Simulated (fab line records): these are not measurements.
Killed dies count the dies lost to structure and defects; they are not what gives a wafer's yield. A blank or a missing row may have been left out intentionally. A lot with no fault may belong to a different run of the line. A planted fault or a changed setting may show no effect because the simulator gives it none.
fab line records	flow nand_harc
record lots=5	wafers=15	last_day=24
route steps=1159 shown A_CONTACT@938 END@1159
lots that met no fault: from a run of the same line without faults
start_h: the number of hours between the record's first day and the start of the first shown wafer of the lot	wait_h: hours since the lot's step before	" repeats the value in the row above	L1.1+2: a single row standing in for several wafers	- no value present, or no start provided	* or withheld: withheld	< > ~ a bound
route shown NAME@n: NAME is a module with steps in the file, n the number in the route of the first one	usual: average and standard deviation across the fault-free wafers	same: alike in all rows	chamber/n: place in a boat	sites: per-site readings	_std_site: the standard deviation of these	_edge_site: inner sites' mean taken away from outer sites' mean	radius_mm: for every site, how far away it sits from the centre of the wafer	mask NAME#n: copy n	behind: the tool/chamber that last shaped the wafer	hold: why the lot went on hold/how many hours it stayed there/how the hold came to an end	device: whichever transistor did not switch (one of n, p or np)	end of line: the same wafers' tests at the end of the route	a step given without rows: its recipe and nothing more	killed: at the first sort, the dies lost to defects and structure; wafer yield is something else	map: shows each die of a wafer: x if killed, . if not, _ if none is there
set.NAME: the setting as run; set.NAME@STEP: as run at that earlier step	model.NAME: the simulator's own value behind a step, which no gauge read
lots at some steps of the route; a table a step, a row a wafer
services: the hour from which a tool's chamber was out of use, counted from the record's first day as start_h (under 0 if before that day), plus the number of hours and why
## steps
# step NHARC_A_CONTACT_DESCUM_13
# recipe time_s=3	o2_flow_sccm=200	ar_flow_sccm=0	bias_power_w=0	chemistry=O2
# usual drypump_motor_current_A=5.7/0.49	oes_product_au=0.997/0.007	rf_vpp_V=57.8/0.93	showerhead_plenum_p_Torr=1.91/0.049	throttle_valve_pct=11.311/0.0096
lot.wafer	tool	chamber	start_h	wait_h	drypump_motor_current_A	oes_product_au	rf_hours_counter_h	rf_vpp_V	showerhead_plenum_p_Torr	throttle_valve_pct
L895.1	rie_diel-13	2	416.80	0.1	6.1	0.991	23	58.4	1.96	11.296
L895.3	"	3	"	"	5.1	0.990	23	56.1	1.87	11.322
L895.2	"	0	"	"	5.6	0.991	22	57.7	1.92	11.300
L896.2	rie_diel-13	2	418.04	0.1	6.2	0.997	23	58.0	1.96	11.320
L896.3	"	3	"	"	5.0	0.995	23	59.1	1.87	11.303
L896.1	"	0	"	"	5.6	1.004	23	58.4	1.92	11.310
L902.1	rie_diel-09	1	454.50	0.2	6.7	0.989	6	58.4	1.99	11.317
L902.2	"	2	"	"	5.4	0.984	5	56.9	1.92	11.306
L902.6	"	1	"	"	6.8	0.997	-	57.7	1.99	11.316
L908.4	rie_diel-09	0	485.24	0.1	5.5	1.004	12	57.3	1.99	11.305
L908.2	"	2	"	"	5.4	1.001	14	58.0	1.91	11.306
L908.6	"	0	"	"	5.5	0.988	-	58.7	1.99	11.315
L911.3	rie_diel-13	2	504.39	0.1	6.1	1.008	8	56.9	1.96	11.307
L911.2	"	1	"	"	6.1	0.990	7	56.8	1.89	11.303
L911.6	"	3	"	"	5.1	0.995	-	59.4	1.86	11.328
# step NHARC_A_CONTACT_ETCH_88
# recipe target_depth_a=390	over_etch_frac=0.3	time_s=65	ion_energy_ev=80	cf4_flow_sccm=150	ar_flow_sccm=0	rf_w=300	bias_w=100	chemistry=CF4
# usual drypump_motor_current_A=5.8/0.44	oes_product_au=0.998/0.0076	rf_vpp_V=151.2/0.91	showerhead_plenum_p_Torr=1.76/0.043	throttle_valve_pct=13.284/0.011
lot.wafer	tool	chamber	start_h	wait_h	drypump_motor_current_A	oes_product_au	rf_hours_counter_h	rf_vpp_V	showerhead_plenum_p_Torr	throttle_valve_pct
L895.2	rie_diel-13	1	416.89	0.1	6.1	1.005	24	151.5	1.75	13.292
L895.3	"	2	"	"	6.1	0.997	23	150.7	1.81	13.288
L895.1	"	3	"	"	5.0	0.992	23	152.7	1.73	13.271
L896.2	rie_diel-13	2	418.12	0.1	6.1	1.002	23	151.4	1.81	13.283
L896.3	"	0	"	"	5.5	0.996	23	151.3	1.77	13.299
L896.1	"	1	"	"	6.1	0.987	25	151.0	1.75	13.286
L902.2	rie_diel-09	1	454.59	0.1	6.7	0.997	6	152.2	1.83	13.284
L902.1	"	2	"	"	5.4	0.998	5	152.4	1.77	13.293
L902.6	"	3	"	"	5.7	1.006	-	150.2	1.70	13.287
L908.4	rie_diel-09	3	485.33	0.1	5.7	1.002	14	150.2	1.69	13.276
L908.2	"	1	"	"	6.7	0.989	16	153.1	1.83	13.299
L908.6	"	2	"	"	5.4	0.993	-	151.0	1.77	13.291
L911.3	rie_diel-13	2	504.49	0.1	6.1	0.993	8	150.8	1.81	13.285
L911.2	"	3	"	"	5.1	1.008	8	152.1	1.73	13.276
L911.6	"	1	"	"	6.1	0.999	-	151.9	1.75	13.273
# step NHARC_A_CONTACT_ETCH_89
# recipe target_depth_a=2600	over_etch_frac=0.3	time_s=475.3	ion_energy_ev=200	n2_flow_sccm=150	h2_flow_sccm=150	ar_flow_sccm=0	rf_w=400	bias_w=150	chemistry=N2/H2
# step NHARC_A_CONTACT_ETCH_30
# recipe target_depth_a=605	time_s=30.2	cf4_flow_sccm=100	chf3_flow_sccm=30	ar_flow_sccm=0	rf_w=500	bias_w=200	chemistry=CF4/CHF3
# usual drypump_motor_current_A=5.8/0.47	oes_product_au=0.930/0.018	rf_vpp_V=370.5/1.5	showerhead_plenum_p_Torr=1.57/0.038	throttle_valve_pct=16.802/0.0089
lot.wafer	tool	chamber	start_h	wait_h	drypump_motor_current_A	oes_product_au	rf_hours_counter_h	rf_vpp_V	showerhead_plenum_p_Torr	throttle_valve_pct
L895.2	rie_diel-13	3	-	-	5.1	0.928	23	371.2	1.54	16.794
L895.3	"	0	"	"	5.6	0.934	23	369.9	1.58	16.798
L895.1	"	1	"	"	6.1	0.930	25	369.2	1.56	16.804
L896.1	rie_diel-13	2	-	-	6.2	0.921	24	373.1	1.61	16.798
L896.3	"	0	"	"	5.6	0.923	23	370.7	1.58	16.797
L896.2	"	1	"	"	6.1	0.918	25	371.0	1.56	16.792
L902.1	rie_diel-09	2	-	-	5.4	0.905	5	371.0	1.58	16.790
L902.2	"	3	"	"	5.7	0.916	5	369.2	1.51	16.797
L902.6	"	1	"	"	6.7	0.925	-	373.3	1.63	16.802
L908.2	rie_diel-09	3	-	-	5.7	0.972	14	368.0	1.51	16.800
L908.4	"	0	"	"	5.5	0.962	12	372.7	1.63	16.807
L908.6	"	2	"	"	5.4	0.971	-	370.1	1.57	16.816
L911.3	rie_diel-13	1	-	-	6.1	0.926	7	371.1	1.55	16.805
L911.2	"	2	"	"	6.1	0.914	8	371.1	1.61	16.796
L911.6	"	2	"	"	6.2	0.919	-	371.4	1.61	16.796
# step NHARC_A_CONTACT_ETCH_31
# recipe target_depth_a=20000	over_etch_frac=0.3	time_s=520	ion_energy_ev=150	o2_flow_sccm=400	cos_flow_sccm=20	ar_flow_sccm=0	rf_w=500	bias_w=300	chemistry=O2/COS
# usual drypump_motor_current_A=5.7/0.47	oes_product_au=0.997/0.0085	rf_vpp_V=314.0/1.3	showerhead_plenum_p_Torr=3.11/0.078	throttle_valve_pct=28.331/0.0092
lot.wafer	tool	chamber	start_h	wait_h	drypump_motor_current_A	oes_product_au	rf_hours_counter_h	rf_vpp_V	showerhead_plenum_p_Torr	throttle_valve_pct
L895.2	rie_diel-13	2	-	-	6.1	0.992	23	315.0	3.20	28.322
L895.1	"	3	"	"	5.1	0.983	23	312.8	3.05	28.344
L895.3	"	0	"	"	5.6	0.992	23	313.9	3.13	28.325
L896.3	rie_diel-13	3	-	-	5.1	0.985	23	314.0	3.05	28.326
L896.2	"	0	"	"	5.6	1.001	23	314.6	3.13	28.330
L896.1	"	1	"	"	6.1	0.999	25	313.5	3.09	28.340
L902.1	rie_diel-09	1	-	-	6.8	1.007	6	315.0	3.24	28.332
L902.2	"	2	"	"	5.4	1.000	6	314.4	3.13	28.335
L902.6	"	2	"	"	5.4	0.995	-	313.6	3.13	28.310
L908.4	rie_diel-09	1	-	-	6.7	0.986	17	315.3	3.23	28.328
L908.2	"	3	"	"	5.7	0.988	14	310.9	2.99	28.336
L908.6	"	1	"	"	6.7	0.995	-	315.1	3.23	28.328
L911.3	rie_diel-13	0	-	-	5.6	1.000	7	314.9	3.12	28.311
L911.2	"	2	"	"	6.1	1.002	8	314.9	3.19	28.332
L911.6	"	0	"	"	5.6	1.008	-	313.1	3.12	28.328
# step NHARC_A_CONTACT_ETCH_134
# recipe source_w=withheld	pressure_mtorr=20	bias_v=withheld	time_s=140	target_depth_a=7000	ar_flow_sccm=withheld	c4f8_flow_sccm=withheld	o2_flow_sccm=withheld	chemistry=C4F8/O2/Ar
# usual oes_air_line_au=0.999/0.022
lot.wafer	tool	chamber	start_h	wait_h	oes_air_line_au	rf_hours_counter_h
L895.1	har_cap_etch-02	1	417.78	-	0.993	16
L895.2	"	0	"	"	0.965	16
L895.3	"	0	"	"	1.006	-
L896.1	har_cap_etch-02	0	419.11	-	0.977	17
L896.2	"	1	"	"	0.993	17
L896.3	"	1	"	"	0.977	-
L902.2	har_cap_etch-03	1	455.82	-	1.003	100
L902.1	"	0	"	"	0.986	100
L902.6	"	1	"	"	0.994	-
L908.2	har_cap_etch-02	1	486.27	-	0.976	30
L908.4	"	0	"	"	0.976	-
L908.6	"	0	"	"	1.000	-
L911.2	har_cap_etch-02	1	505.41	-	1.020	34
L911.3	"	0	"	"	0.975	-
L911.6	"	0	"	"	0.961	-
# step NHARC_A_CONTACT_ETCH_135
# recipe source_w=withheld	pressure_mtorr=20	bias_v=3000	time_s=132	target_depth_a=12870	ar_flow_sccm=withheld	c4f8_flow_sccm=withheld	o2_flow_sccm=withheld	chemistry=C4F8/O2/Ar
# step NHARC_A_CONTACT_ETCH_136
# recipe source_w=withheld	pressure_mtorr=20	bias_v=3000	time_s=132	target_depth_a=12870	ar_flow_sccm=withheld	c4f8_flow_sccm=withheld	o2_flow_sccm=withheld	chemistry=C4F8/O2/Ar
# step NHARC_A_CONTACT_ETCH_137
# recipe source_w=withheld	pressure_mtorr=20	bias_v=3000	time_s=132	target_depth_a=12870	ar_flow_sccm=withheld	c4f8_flow_sccm=withheld	o2_flow_sccm=withheld	chemistry=C4F8/O2/Ar
# step NHARC_A_CONTACT_ETCH_138
# recipe source_w=withheld	pressure_mtorr=20	bias_v=3000	time_s=132	target_depth_a=12890	ar_flow_sccm=withheld	c4f8_flow_sccm=withheld	o2_flow_sccm=withheld	chemistry=C4F8/O2/Ar
# step NHARC_A_CONTACT_ETCH_139
# recipe source_w=withheld	pressure_mtorr=20	bias_v=400	time_s=137	target_depth_a=5900	ar_flow_sccm=withheld	c4f8_flow_sccm=11.5	o2_flow_sccm=7.2	chemistry=C4F8/O2/Ar
# step NHARC_A_CONTACT_ETCH_92
# recipe target_depth_a=400	over_etch_frac=0.5	time_s=85.7	ion_energy_ev=120	ch3f_flow_sccm=50	o2_flow_sccm=30	ar_flow_sccm=200	rf_w=500	bias_w=100	chemistry=CH3F/O2
# step NHARC_A_CONTACT_ETCH_98
# recipe target_depth_a=200	over_etch_frac=0.5	time_s=10	ion_energy_ev=250	c4f6_flow_sccm=25	o2_flow_sccm=20	ar_flow_sccm=500	rf_w=600	bias_w=500	chemistry=C4F6/O2
# usual drypump_motor_current_A=5.7/0.46	oes_product_au=0.956/0.019	rf_vpp_V=546.5/2.1	showerhead_plenum_p_Torr=3.90/0.098	throttle_valve_pct=26.903/0.009
lot.wafer	tool	chamber	start_h	wait_h	drypump_motor_current_A	oes_product_au	rf_hours_counter_h	rf_vpp_V	showerhead_plenum_p_Torr	throttle_valve_pct
L895.1	rie_diel-11	2	419.05	-	6.0	0.942	15	549.1	4.01	26.910
L895.3	"	3	"	"	5.0	0.946	14	546.2	3.86	26.900
L895.2	"	1	"	"	5.3	0.941	14	542.3	3.71	26.910
L896.1	rie_diel-09	2	420.35	-	5.4	0.942	54	547.3	3.93	26.899
L896.2	"	3	"	"	5.8	0.951	55	544.6	3.77	26.893
L896.3	"	0	"	"	5.5	0.946	57	550.4	4.08	26.901
L902.1	rie_diel-11	1	457.08	-	5.3	0.977	30	541.6	3.71	26.911
L902.2	"	3	"	"	5.0	0.966	30	544.7	3.85	26.921
L902.6	"	2	"	"	6.0	0.773	-	548.2	4.00	26.890
L908.4	rie_diel-09	0	487.46	-	5.5	0.932	12	548.9	4.07	26.898
L908.2	"	3	"	"	5.7	0.946	15	544.5	3.76	26.909
L908.6	"	1	"	"	6.8	0.950	-	549.4	4.06	26.898
L911.3	rie_diel-13	1	506.61	-	6.1	0.949	8	546.5	3.87	26.896
L911.2	"	3	"	"	5.1	0.930	8	545.8	3.83	26.890
L911.6	"	1	"	"	6.2	0.948	-	546.7	3.87	26.907
# step NHARC_A_CONTACT_CD_MEAS_15
# usual cd_nm=90.0/0.61
lot.wafer	tool	chamber	start_h	wait_h	cd_nm
L895.1	cd_sem-02	-	419.14	-	91.1
L895.2	"	-	"	"	90.0
L895.3	"	-	"	"	90.5
L896.1	cd_sem-01	-	420.43	-	89.5
L896.2	"	-	"	"	90.4
L896.3	"	-	"	"	90.4
L902.1	cd_sem-02	-	457.16	-	90.4
L902.2	"	-	"	"	90.1
L902.6	"	-	"	"	90.1
L908.2	cd_sem-02	-	487.55	-	89.9
L908.4	"	-	"	"	89.8
L908.6	"	-	"	"	89.8
L911.2	cd_sem-01	-	506.69	-	90.3
L911.3	"	-	"	"	89.6
L911.6	"	-	"	"	89.4
# step NHARC_END_SORT_01
# recipe temp_c=25
# usual killed_at_array=27/8.8	killed_at_other=0.4/0.82	killed_at_periphery=3.1/2.1	killed_dies=31/8.8	killed_open=3.3/2	killed_short=2.0/1.4
# same gross_dies=677
lot.wafer	tool	chamber	start_h	wait_h	killed_at_array	killed_at_other	killed_at_periphery	killed_dies	killed_open	killed_short
L896.1	prober-02	0	475.57	2.5	19	0	2	21	3	0
L896.2	prober-02	0	476.37	2.8	32	0	1	33	4	2
L896.3	prober-02	0	477.17	3.1	32	2	4	38	10	0
L895.1	prober-01	0	482.36	2.5	12	0	2	14	3	1
L895.2	prober-01	0	483.16	2.8	12	0	2	14	2	0
L895.3	prober-01	0	483.97	3.1	4	0	3	7	3	0
L902.1	prober-01	0	505.75	2.5	36	0	5	41	8	4
L902.2	prober-01	0	506.56	2.8	24	0	0	24	1	0
L902.6	prober-01	0	509.80	4.0	474	0	1	475	5	6
L908.2	prober-02	0	554.61	2.8	21	2	9	32	3	1
L908.4	prober-02	0	556.19	3.4	20	2	8	30	2	3
L908.6	prober-02	0	557.77	3.9	26	0	5	31	5	1
L911.2	prober-01	0	562.47	2.8	30	0	2	32	0	1
L911.3	prober-01	0	563.27	3.1	36	0	5	41	2	4
L911.6	prober-01	0	565.66	4.0	34	0	3	37	6	3
# killed by level:class
L896.1 A_CHANNEL_HOLE_D1:chamber_film_flake=10 A_CHANNEL_FILL_D1:chamber_film_flake=3 A_CONTACT:chamber_film_flake=3 P_CONTACT:geometric_particle:open=1 A_SOURCE_PLATE:geometric_particle:open=1 A_WL_FILL:geometric_particle:open=1 P_ZERO_WELL:chamber_film_flake=1 A_SLIT:chamber_film_flake=1
L896.2 A_CHANNEL_HOLE_D1:chamber_film_flake=15 A_STAIRCASE:chamber_film_flake=5 A_M1:chamber_film_flake=4 A_ONON_D1:geometric_particle:open=2 A_CONTACT:chamber_film_flake=2 A_CHANNEL_FILL_D1:geometric_particle:short=1 A_WL_FILL:geometric_particle:short=1 A_WL_FILL:geometric_particle:open=1
L896.3 A_CHANNEL_HOLE_D1:chamber_film_flake=15 A_STAIRCASE:chamber_film_flake=5 A_CONTACT:chamber_film_flake=3 A_M1:chamber_film_flake=3 P_M0:geometric_particle:open=2 P_CONTACT:geometric_particle:open=1 A_ONON_D1:geometric_particle:open=1 A_CONTACT:geometric_particle:open=1
L895.1 A_STAIRCASE:chamber_film_flake=4 A_M1:chamber_film_flake=2 A_CHANNEL_FILL_D1:geometric_particle:open=1 A_CHANNEL_FILL_D1:geometric_particle:short=1 A_WL_FILL:geometric_particle:open=1 A_CONTACT:geometric_particle:open=1 P_ZERO_WELL:chamber_film_flake=1 P_M2:chamber_film_flake=1
L895.2 A_CHANNEL_HOLE_D1:chamber_film_flake=5 P_ZERO_WELL:chamber_film_flake=2 A_STAIRCASE:chamber_film_flake=2 A_CHANNEL_FILL_D1:geometric_particle:open=1 A_CONTACT:geometric_particle:open=1 A_CHANNEL_FILL_D1:chamber_film_flake=1 A_CONTACT:chamber_film_flake=1 A_M1:chamber_film_flake=1
L895.3 P_M0:geometric_particle:open=2 A_CONTACT:geometric_particle:open=1 P_ZERO_WELL:chamber_film_flake=1 A_STAIRCASE:chamber_film_flake=1 A_SLIT:chamber_film_flake=1 A_M1:chamber_film_flake=1
L902.1 A_CHANNEL_HOLE_D1:chamber_film_flake=25 A_CONTACT:geometric_particle:open=3 P_GATE:geometric_particle:open=2 P_STI:chamber_film_flake=2 A_CONTACT:chamber_film_flake=2 P_M2:geometric_particle:open=1 A_ONON_D1:geometric_particle:short=1 A_CHANNEL_FILL_D1:geometric_particle:short=1
L902.2 A_CHANNEL_HOLE_D1:chamber_film_flake=19 A_CONTACT:chamber_film_flake=3 A_CONTACT:geometric_particle:open=1 A_CHANNEL_FILL_D1:chamber_film_flake=1
L902.6 A_CONTACT:area_etch=445 A_CHANNEL_HOLE_D1:chamber_film_flake=16 A_CHANNEL_FILL_D1:geometric_particle:short=3 A_WL_FILL:geometric_particle:open=2 A_STAIRCASE:chamber_film_flake=2 P_M1:geometric_particle:short=1 A_ONON_D1:geometric_particle:open=1 A_CHANNEL_HOLE_D1:geometric_particle:open=1
L908.2 A_CHANNEL_HOLE_D1:chamber_film_flake=18 P_STI:chamber_film_flake=4 P_CONTACT:geometric_particle:open=2 P_M0:chamber_film_flake=2 THIN_TSV:chamber_film_flake=2 A_SOURCE_PLATE:geometric_particle:short=1 A_M0:geometric_particle:open=1 P_GATE:chamber_film_flake=1
L908.4 A_CHANNEL_HOLE_D1:chamber_film_flake=16 P_STI:chamber_film_flake=4 A_CHANNEL_FILL_D1:geometric_particle:short=2 P_M0:chamber_film_flake=2 THIN_TSV:chamber_film_flake=2 P_M0:geometric_particle:open=1 A_ONON_D1:geometric_particle:open=1 A_CONTACT:geometric_particle:short=1
L908.6 A_CHANNEL_HOLE_D1:chamber_film_flake=20 A_CONTACT:geometric_particle:open=2 P_STI:chamber_film_flake=2 P_M0:chamber_film_flake=2 P_M0:geometric_particle:open=1 A_ONON_D1:geometric_particle:short=1 A_ONON_D1:geometric_particle:open=1 A_M0:geometric_particle:open=1
L911.2 A_CHANNEL_HOLE_D1:chamber_film_flake=20 A_WL_FILL:chamber_film_flake=4 A_STAIRCASE:chamber_film_flake=3 P_M1:chamber_film_flake=2 A_CONTACT:chamber_film_flake=2 A_CHANNEL_FILL_D1:geometric_particle:short=1
L911.3 A_CHANNEL_HOLE_D1:chamber_film_flake=24 A_CONTACT:chamber_film_flake=3 A_ONON_D1:geometric_particle:short=2 P_GATE:chamber_film_flake=2 P_M1:chamber_film_flake=2 A_STAIRCASE:chamber_film_flake=2 A_WL_FILL:chamber_film_flake=2 P_GATE:geometric_particle:open=1
L911.6 A_CHANNEL_HOLE_D1:chamber_film_flake=20 A_WL_FILL:chamber_film_flake=5 A_CONTACT:geometric_particle:open=2 P_CONTACT:geometric_particle:open=1 A_SOURCE_PLATE:geometric_particle:short=1 A_ONON_D1:geometric_particle:open=1 A_CHANNEL_HOLE_D1:geometric_particle:open=1 A_WL_FILL:geometric_particle:open=1
# map L902.6 (x killed, . not)
____________.____________
_________......._________
_______.....x....._______
______.....xxx..x..______
_____..x.x.x..xx...._____
____....x.x..x...x...____
____.....xx..xxxxxx..____
___...xxxxxxxxxxxxxxx.___
___.....xx.xxxxxxxxx.x___
__.x.xxxxxxxxxxxxxxx.x.__
__..xx.xxxxxxxxxxxxxxx.__
_.x...xxxxxxxxxxxxxx...._
_x..xxxxxxxxxxxxxxxx.xx._
_..xxxxxxxxxxxxxxxxx.x.._
_.x.xxxxxxxxxxxxxxxxxxxx_
_.xxxxxxxxxxxxxxxxxxxx.._
.x.xxxxxxxxxxxxxxxxxx.xxx
..x.x.xxxxxxxxxxxxxxxxxx.
...xxxxxxxxxxxxxxxxx.xx.x
.x.xxxxxxxxxxxxxxxxxxxx..
...xxxxxxxxxxxxxxxxxxxx..
_xx.x.xxxxxxxxxxxxx.xxx._
_x..xxxxxxxxxxxxxxxxxx.x_
_..x.xxxxxxxxxxxxxxxxxx._
_x.xxxxxxxxxxxxxxxxx..xx_
_..xxxxxxxxxxxxxxxxxxxx._
__.x.x.x.xxxxxxxxxxxx..__
__..xxxxxxxxxxxxxxxxx.x__
___..xxxx.xxxxxxxxxxxx___
___...x.xxxxxxxxxxxxx.___
____...xxxxxxxxxxx...____
____.x..xx..x.xxxxx..____
_____..x....xxxxxx.x_____
______x.x.x..xx....______
_______.....x....._______
_________..x...._________
____________.____________
# map L895.1 (x killed, . not)
____________.____________
_________..x...._________
_______..........._______
______.............______
_____..............._____
____.................____
____.....x...........____
___............x......___
___...................___
__.....................__
__.....................__
_......................._
_......................._
_.....x.x..............._
_......................._
_......x..............x._
.........................
.........................
.........................
.........................
..............x........x.
_.x....................._
_..................x...._
_......................._
_......................._
_...............x......._
__.....x...............__
__.....................__
___...................___
___...................___
____.................____
____.................____
_____..............._____
______..x..........______
_______..........._______
_________......._________
____________.____________
## services
tool	chamber	start_h	hours	kind
rie_diel-13	0	407.52	-	clean
rie_diel-13	1	407.52	-	clean
rie_diel-13	2	407.52	-	clean
rie_diel-13	3	407.52	-	clean
rie_diel-09	-	407.74	0.8	repair
har_cap_etch-03	-	413.83	5.9	repair
rie_diel-09	-	414.50	0.5	repair
rie_diel-13	3	421.97	15.2	repair
rie_diel-13	2	430.23	30.7	repair
rie_diel-09	-	432.03	9.0	pm
rie_diel-13	0	432.23	-	clean
rie_diel-13	1	432.23	-	clean
rie_diel-13	1	435.15	6.1	repair
rie_diel-09	0	449.41	8.0	repair
rie_diel-13	-	453.00	9.0	pm
rie_diel-13	0	453.00	9.0	vent_cycle
rie_diel-13	1	453.00	9.0	vent_cycle
rie_diel-13	3	453.00	9.0	vent_cycle
rie_diel-13	0	462.00	-	clean
rie_diel-13	1	462.00	-	clean
rie_diel-13	2	462.00	-	clean
rie_diel-13	3	462.00	-	clean
rie_diel-13	0	486.50	-	clean
rie_diel-13	0	487.25	4.7	repair
## key
first_sign step=NHARC_A_CONTACT_ETCH_98	reading=oes_product_au	direction=down	sigmas=9.7	usual=0.956	struck=0.773
effect step=NHARC_END_SORT_01	reading=killed_at_array	direction=up	sigmas=50	usual=27	struck=474
more_kills_born_at NHARC_A_CONTACT_ETCH_98@rie_diel-11=445
met_at NHARC_A_CONTACT_ETCH_98
struck_wafers L902.6
later_rows_left_out L902.6
tester_left_out L902
onset_between 419.05 457.08
fault kind=process_parameter_drift	tool=rie_diel-11	chamber=2	onset_h=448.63	steps=NHARC_A_CONTACT_ETCH_98	channel=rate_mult	offset=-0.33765	shape=step	end_h=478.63
# tester_left_out: of these lots the tester's yield and bins aren't shown, on N5 and GAA mostly nor the transistor test; their killed dies are dies lost to structure and defects alone, not to doping, threshold or leakage, so they don't give the yield
# later_rows_left_out: the simulator's readings of these wafers behind a module that went badly wrong aren't trusted and aren't shown, but for the sort
